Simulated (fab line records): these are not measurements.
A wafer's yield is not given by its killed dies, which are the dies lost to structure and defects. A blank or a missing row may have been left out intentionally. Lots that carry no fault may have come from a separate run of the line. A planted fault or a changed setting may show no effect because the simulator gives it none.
Matching of chambers    flow n5Finfet    rieDiel-01 running N5_BEOL_M0_SAQP_SPACER2_ETCHBACK_27: 4 sister chambers
The step etches SiO2 in CHF3/O2, target depth 22.5 nm, time 11.25 s. 4 wafers are shown with their chamber, then 9 later ones without.

EACH WAFER AND ITS CHAMBER
wafer   chamber  drypumpMotorCurrentA (A)
L086.5  3        6.4
L088.2  0        5.6
L088.5  2        5.2
L088.6  1        4.8

WAFERS MISSING THEIR CHAMBER
wafer   drypumpMotorCurrentA (A)
L090.1  5.6
L090.3  4.9
L090.5  5.6
L091.1  6.4
L091.2  5.2
L091.3  5.6
L097.1  5.6
L097.5  4.8
L097.6  5.6

CHAMBER TAKEN BY EACH
wafer   from the rows above  in truth
L090.1  0                    0
L090.3  1                    1
L090.5  0                    0
L091.1  3                    3
L091.2  2                    2
L091.3  0                    0
L097.1  0                    0
L097.5  1                    1
L097.6  0                    0
Correctly placed: 9 of 9. Number that these rows cannot place: 0. 0 placed wrongly.
How it was worked out, from the rows above alone: a wafer's distance from a chamber is the root of the sum, over the readings, of the square of ((its reading less the chamber's mean) divided by the reading's scatter). The wafer belongs to the nearest chamber; if the next one is less than 2 further off, it can't be placed. For every chamber, the mean is computed from those of its wafers that are shown. The scatter: root of mean squared gap, hidden wafer to nearest shown wafer, with one shown wafer a chamber.
